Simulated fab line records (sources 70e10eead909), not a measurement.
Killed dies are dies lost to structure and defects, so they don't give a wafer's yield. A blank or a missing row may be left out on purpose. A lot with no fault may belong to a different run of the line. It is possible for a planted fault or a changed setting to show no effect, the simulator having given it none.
Chamber matching || flow nandHarc || 4 sister chambers for NHARC_P_ZERO_WELL_DESCUM_13 on rieDiel-09
The step chemistry O2, time 3 s. 7 wafers are shown with their chamber, then 10 later ones without.

WAFERS WITH THEIR CHAMBER
{"wafer": "L078.5", "chamber": 3, "drypumpMotorCurrentA (A)": 4.7, "throttleValvePct (%)": 11.285}
{"wafer": "L088.2", "chamber": 2, "drypumpMotorCurrentA (A)": 5.4, "throttleValvePct (%)": 11.311}
{"wafer": "L088.5", "chamber": 0, "drypumpMotorCurrentA (A)": 5.1, "throttleValvePct (%)": 11.313}
{"wafer": "L089.3", "chamber": 0, "drypumpMotorCurrentA (A)": 5.1, "throttleValvePct (%)": 11.312}
{"wafer": "L089.5", "chamber": 1, "drypumpMotorCurrentA (A)": 5.8, "throttleValvePct (%)": 11.305}
{"wafer": "L090.1", "chamber": 2, "drypumpMotorCurrentA (A)": 5.4, "throttleValvePct (%)": 11.314}
{"wafer": "L090.3", "chamber": 1, "drypumpMotorCurrentA (A)": 5.7, "throttleValvePct (%)": 11.311}

WAFERS WHOSE CHAMBER IS MISSING
{"wafer": "L090.5", "drypumpMotorCurrentA (A)": 5.8, "throttleValvePct (%)": 11.321}
{"wafer": "L091.1", "drypumpMotorCurrentA (A)": 5.1, "throttleValvePct (%)": 11.311}
{"wafer": "L091.5", "drypumpMotorCurrentA (A)": 5.1, "throttleValvePct (%)": 11.307}
{"wafer": "L091.6", "drypumpMotorCurrentA (A)": 5.7, "throttleValvePct (%)": 11.310}
{"wafer": "L093.2", "drypumpMotorCurrentA (A)": 4.7, "throttleValvePct (%)": 11.314}
{"wafer": "L093.3", "drypumpMotorCurrentA (A)": 5.8, "throttleValvePct (%)": 11.321}
{"wafer": "L093.6", "drypumpMotorCurrentA (A)": 5.1, "throttleValvePct (%)": 11.299}
{"wafer": "L095.3", "drypumpMotorCurrentA (A)": 4.7, "throttleValvePct (%)": 11.296}
{"wafer": "L095.5", "drypumpMotorCurrentA (A)": 5.7, "throttleValvePct (%)": 11.313}
{"wafer": "L095.6", "drypumpMotorCurrentA (A)": 5.4, "throttleValvePct (%)": 11.322}

EACH ONE'S CHAMBER
{"wafer": "L090.5", "from the rows above": 1, "in truth": 1}
{"wafer": "L091.1", "from the rows above": 0, "in truth": 0}
{"wafer": "L091.5", "from the rows above": 0, "in truth": 0}
{"wafer": "L091.6", "from the rows above": 1, "in truth": 1}
{"wafer": "L093.2", "from the rows above": "can't be placed: 0 or 3", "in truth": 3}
{"wafer": "L093.3", "from the rows above": 1, "in truth": 1}
{"wafer": "L093.6", "from the rows above": 0, "in truth": 0}
{"wafer": "L095.3", "from the rows above": 3, "in truth": 3}
{"wafer": "L095.5", "from the rows above": 1, "in truth": 1}
{"wafer": "L095.6", "from the rows above": 2, "in truth": 2}
9 of 10 placed correctly. These rows do not allow placing 1 (true chamber among the candidates in 1). Placed wrongly: 0.
How it was worked out, from the rows above alone: a wafer's distance from a chamber is the root of the sum, over the readings, of the square of ((its reading less the chamber's mean) divided by the reading's scatter). If the next closest chamber is less than 2 further off than the closest, the wafer can't be placed; otherwise it belongs to the closest. Each chamber's mean is taken over the wafers shown for it. The scatter: take each reading less its chamber's mean, square it, sum over the shown wafers, divide by the number of wafers less the number of chambers, and take the root.
